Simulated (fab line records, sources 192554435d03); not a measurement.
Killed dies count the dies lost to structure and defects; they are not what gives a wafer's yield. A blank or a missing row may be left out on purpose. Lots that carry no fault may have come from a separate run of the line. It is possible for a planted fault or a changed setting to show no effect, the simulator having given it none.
Split-lot trial :: flow n5-finfet :: 7 lots, 21 wafers read, on a route of 1938 steps

== ABOUT THE SPLIT ==
At N5_BEOL_M7_TRENCH_ETCH_37 (etches SiCOH lowk in C4F6/O2, target depth 93.478 nm, time 31.2 s), the setting time-s was moved away from the recipe's 31.2 s on 11 of the 21 wafers read, by -21.6% to +22.2%. All remaining wafers had this setting at the recipe value.

== FROM THE SPLIT TO THE READING: what the file shows between them, 11 steps ==
- N5_BEOL_M7_ETCH_41: etches SiCN in CH3F/O2, target depth 31.9 nm, time 57.8 s
- N5_BEOL_M7_STRIP_80: strips in N2/H2, time 10 s
- N5_BEOL_M7_OCD_MEAS_38
- N5_BEOL_M7_HM_STRIP_39: strips TiN in peroxide tin strip, target depth 25 nm, time 158 s
- N5_BEOL_M7_SRD_40: time 30 s
- N5_BEOL_M7_ECD_50: material Cu, target thk 300 nm
- N5_BEOL_M7_ANNEAL_51: time 90 s
- N5_BEOL_M7_CMP_52: polishes, stops on SiCOH lowk, t overpolish 6.9 s, target thk 80 nm
- N5_BEOL_M7_THK_MEAS_53: measures by xrf
- N5_BEOL_M7_PRE_CLEAN_55: time 15 s
- N5_BEOL_M7_DEP_56: deposits SiCN from 3MS/NH3, target thk 10 nm, time 17.5 s

== THE READING ==
M7_RS in ohm/sq, measured at N5_BEOL_M7_RS_MEAS_57 by four-point-probe. Fault-free wafers of this fab line usually give 0.290 ohm/sq, standard deviation 0.013 ohm/sq.

wafer: L076.1
tool, chamber at the split: rie-diel-04, 1
time-s as run, s: 35.76
against the recipe: +14.6%
M7_RS, ohm/sq: 0.238
against lot-mates on the recipe: no lot-mate on the recipe

wafer: L076.5
tool, chamber at the split: rie-diel-04, 2
time-s as run, s: 35.76
against the recipe: +14.6%
M7_RS, ohm/sq: 0.246
against lot-mates on the recipe: no lot-mate on the recipe

wafer: L076.6
tool, chamber at the split: rie-diel-04, 3
time-s as run, s: 35.76
against the recipe: +14.6%
M7_RS, ohm/sq: 0.233
against lot-mates on the recipe: no lot-mate on the recipe

wafer: L078.1
tool, chamber at the split: rie-diel-01, 3
time-s as run, s: 35.58
against the recipe: +14.0%
M7_RS, ohm/sq: 0.254
against lot-mates on the recipe: -0.036

wafer: L078.2
tool, chamber at the split: rie-diel-01, 1
time-s as run, s: 35.58
against the recipe: +14.0%
M7_RS, ohm/sq: 0.244
against lot-mates on the recipe: -0.046

wafer: L078.4
tool, chamber at the split: rie-diel-01, 1
time-s as run, s: 31.2
against the recipe: recipe
M7_RS, ohm/sq: 0.290
against lot-mates on the recipe: -

wafer: L080.1
tool, chamber at the split: rie-diel-04, 1
time-s as run, s: 31.2
against the recipe: recipe
M7_RS, ohm/sq: 0.276
against lot-mates on the recipe: -

wafer: L080.2
tool, chamber at the split: rie-diel-04, 2
time-s as run, s: 31.2
against the recipe: recipe
M7_RS, ohm/sq: 0.305
against lot-mates on the recipe: -

wafer: L080.5
tool, chamber at the split: rie-diel-04, 0
time-s as run, s: 31.2
against the recipe: recipe
M7_RS, ohm/sq: 0.306
against lot-mates on the recipe: -

wafer: L084.2
tool, chamber at the split: rie-diel-01, 3
time-s as run, s: 31.2
against the recipe: recipe
M7_RS, ohm/sq: 0.300
against lot-mates on the recipe: -

wafer: L084.3
tool, chamber at the split: rie-diel-01, 1
time-s as run, s: 31.2
against the recipe: recipe
M7_RS, ohm/sq: 0.301
against lot-mates on the recipe: -

wafer: L084.6
tool, chamber at the split: rie-diel-01, 1
time-s as run, s: 31.2
against the recipe: recipe
M7_RS, ohm/sq: 0.294
against lot-mates on the recipe: -

wafer: L090.1
tool, chamber at the split: rie-diel-04, 1
time-s as run, s: 31.2
against the recipe: recipe
M7_RS, ohm/sq: 0.283
against lot-mates on the recipe: -

wafer: L090.3
tool, chamber at the split: rie-diel-04, 3
time-s as run, s: 38.12
against the recipe: +22.2%
M7_RS, ohm/sq: 0.211
against lot-mates on the recipe: -0.072

wafer: L090.5
tool, chamber at the split: rie-diel-04, 0
time-s as run, s: 38.12
against the recipe: +22.2%
M7_RS, ohm/sq: 0.227
against lot-mates on the recipe: -0.056

wafer: L093.1
tool, chamber at the split: rie-diel-04, 2
time-s as run, s: 24.47
against the recipe: -21.6%
M7_RS, ohm/sq: 0.442
against lot-mates on the recipe: +0.143

wafer: L093.3
tool, chamber at the split: rie-diel-04, 0
time-s as run, s: 24.47
against the recipe: -21.6%
M7_RS, ohm/sq: 0.420
against lot-mates on the recipe: +0.121

wafer: L093.4
tool, chamber at the split: rie-diel-04, 0
time-s as run, s: 31.2
against the recipe: recipe
M7_RS, ohm/sq: 0.299
against lot-mates on the recipe: -

wafer: L095.1
tool, chamber at the split: rie-diel-02, 2
time-s as run, s: 26.51
against the recipe: -15.0%
M7_RS, ohm/sq: 0.349
against lot-mates on the recipe: +0.066

wafer: L095.3
tool, chamber at the split: rie-diel-02, 3
time-s as run, s: 26.51
against the recipe: -15.0%
M7_RS, ohm/sq: 0.377
against lot-mates on the recipe: +0.094

wafer: L095.6
tool, chamber at the split: rie-diel-02, 1
time-s as run, s: 31.2
against the recipe: recipe
M7_RS, ohm/sq: 0.283
against lot-mates on the recipe: -

THE FIT
A straight line over all 21 wafers: M7_RS changes by -0.00453 ohm/sq for each +1% of time-s; r = -0.96; the points scatter about the line by 0.017 ohm/sq.
The same after taking each lot's own level away (the mean of its wafers on the recipe; 18 wafers): -0.00438 ohm/sq for each +1%; r = -0.95; scatter 0.018 ohm/sq.
That fit puts the effect of the largest move of time-s on the reading at 0.097 ohm/sq.
The lots' own levels span 0.2830 to 0.2990 ohm/sq, that is 1.2 times the standard deviation above.
Consequently the slope shifts little with the lot-to-lot level, the two slopes agreeing.
Check: with one of the wafers moved furthest among these (+22.2%) left out of the fit, the line predicts -0.0895 ohm/sq for it against its lot-mates. Against them it came out at -0.072 ohm/sq.

== FURTHER SPLITS ON THESE WAFERS ==
Other splits were also applied to these wafers ahead of the reading. Each is held against what the fit with the lots' levels taken away leaves over:
other split on the same wafers: N5_BEOL_M4_COAT_22 spin-rpm
wafers away from the commonest value: 5
r with M7_RS (lot level and that fit taken away): -0.04

other split on the same wafers: N5_BEOL_M5_HM_DEP_02 target-thk-a
wafers away from the commonest value: 6
r with M7_RS (lot level and that fit taken away): -0.19

other split on the same wafers: N5_BEOL_M5_COAT_59 spin-rpm
wafers away from the commonest value: 6
r with M7_RS (lot level and that fit taken away): -0.05

other split on the same wafers: N5_BEOL_M6_ETCH_62 time-s
wafers away from the commonest value: 9
r with M7_RS (lot level and that fit taken away): -0.09

other split on the same wafers: N5_BEOL_M6_COAT_22 spin-rpm
wafers away from the commonest value: 6
r with M7_RS (lot level and that fit taken away): -0.03

== THE WHOLE CHAIN: every reading that the file lists as answering this split, in the file's order ==
step: N5_BEOL_M7_TRENCH_ETCH_37
what it does: etches SiCOH lowk in C4F6/O2, target depth 93.478 nm, time 31.2 s
reading: BEOL_M7.feature-depth-nm (the simulator's own value, which no gauge read)
change (the file's fit): +0.884 nm for each +1% of the setting
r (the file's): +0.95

step: N5_BEOL_M7_TRENCH_ETCH_37
what it does: etches SiCOH lowk in C4F6/O2, target depth 93.478 nm, time 31.2 s
reading: etch.depth-nm (the simulator's own value, which no gauge read)
change (the file's fit): +0.884 nm for each +1% of the setting
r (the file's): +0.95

step: N5_BEOL_M7_OCD_MEAS_38
what it does: 
reading: trench-depth-nm
change (the file's fit): +0.879 nm for each +1% of the setting
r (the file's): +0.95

step: N5_BEOL_M7_CMP_52
what it does: polishes, stops on SiCOH lowk, t overpolish 6.9 s, target thk 80 nm
reading: Cu_of_BEOL_M7_ECD_50.thk-nm (the simulator's own value, which no gauge read)
change (the file's fit): +0.919 nm for each +1% of the setting
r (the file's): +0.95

step: N5_BEOL_M7_THK_MEAS_53
what it does: measures by xrf
reading: M7_THK
change (the file's fit): +0.943 for each +1% of the setting
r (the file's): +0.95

step: N5_BEOL_M7_RS_MEAS_57
what it does: measures by four-point-probe
reading: M7_RS
change (the file's fit): -0.00439 for each +1% of the setting
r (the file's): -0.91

== FILE'S OWN FIT ==
M7_RS changes by -0.00439 ohm/sq for each +1% of time-s, r = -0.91.
